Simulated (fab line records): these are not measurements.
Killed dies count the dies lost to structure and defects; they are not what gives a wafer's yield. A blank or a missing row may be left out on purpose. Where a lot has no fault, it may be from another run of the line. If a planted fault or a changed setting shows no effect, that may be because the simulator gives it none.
Matching of chambers :: flow n5 finfet :: N5_BEOL_M1_CO_CAP_55 on cvd co-02: 3 sister chambers
The step material Co, precursor CCTBA/H2, target thk 2 nm, time 102.1 s. 6 wafers are shown with their chamber, then 12 later ones without.

WAFERS WITH THEIR CHAMBER
wafer: L092.1
chamber: 0
heater power w (W): 236
chamber pressure Torr (Torr): 30.00

wafer: L091.4
chamber: 2
heater power w (W): 207
chamber pressure Torr (Torr): 30.09

wafer: L091.6
chamber: 1
heater power w (W): 282
chamber pressure Torr (Torr): 29.94

wafer: L093.1
chamber: 0
heater power w (W): 227
chamber pressure Torr (Torr): 29.97

wafer: L093.3
chamber: 1
heater power w (W): 270
chamber pressure Torr (Torr): 30.01

wafer: L093.5
chamber: 2
heater power w (W): 210
chamber pressure Torr (Torr): 29.95

WAFERS MISSING THEIR CHAMBER
wafer: L096.1
heater power w (W): 226
chamber pressure Torr (Torr): 30.19

wafer: L096.2
heater power w (W): 283
chamber pressure Torr (Torr): 30.02

wafer: L096.3
heater power w (W): 210
chamber pressure Torr (Torr): 30.02

wafer: L095.1
heater power w (W): 277
chamber pressure Torr (Torr): 30.08

wafer: L095.2
heater power w (W): 203
chamber pressure Torr (Torr): 30.04

wafer: L095.4
heater power w (W): 236
chamber pressure Torr (Torr): 30.06

wafer: L094.1
heater power w (W): 272
chamber pressure Torr (Torr): 30.02

wafer: L094.4
heater power w (W): 205
chamber pressure Torr (Torr): 30.15

wafer: L094.5
heater power w (W): 279
chamber pressure Torr (Torr): 29.97

wafer: L097.4
heater power w (W): 281
chamber pressure Torr (Torr): 29.97

wafer: L097.5
heater power w (W): 235
chamber pressure Torr (Torr): 30.01

wafer: L097.6
heater power w (W): 208
chamber pressure Torr (Torr): 30.02

THE CHAMBER EACH PASSED THROUGH
wafer: L096.1
from the rows above: can't be placed: 0 or 2
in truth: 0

wafer: L096.2
from the rows above: 1
in truth: 1

wafer: L096.3
from the rows above: 2
in truth: 2

wafer: L095.1
from the rows above: 1
in truth: 1

wafer: L095.2
from the rows above: 2
in truth: 2

wafer: L095.4
from the rows above: 0
in truth: 0

wafer: L094.1
from the rows above: 1
in truth: 1

wafer: L094.4
from the rows above: 2
in truth: 2

wafer: L094.5
from the rows above: 1
in truth: 1

wafer: L097.4
from the rows above: 1
in truth: 1

wafer: L097.5
from the rows above: 0
in truth: 0

wafer: L097.6
from the rows above: 2
in truth: 2
Correct placement for 11 of the 12. Unplaceable from these rows: 1, with the true chamber sitting among the candidates in 1. 0 placed wrongly.
How it was worked out, from the rows above alone: a wafer's distance from a chamber is the root of the sum, over the readings, of the square of ((its reading less the chamber's mean) divided by the reading's scatter). If the next closest chamber is less than 2 further off than the closest, the wafer can't be placed; otherwise it belongs to the closest. The mean given for a chamber averages the wafers shown for that chamber. How the scatter is found: for the shown wafers, subtract from each reading the mean of its chamber, square and add these, divide the total by (wafers less chambers), then take the root.
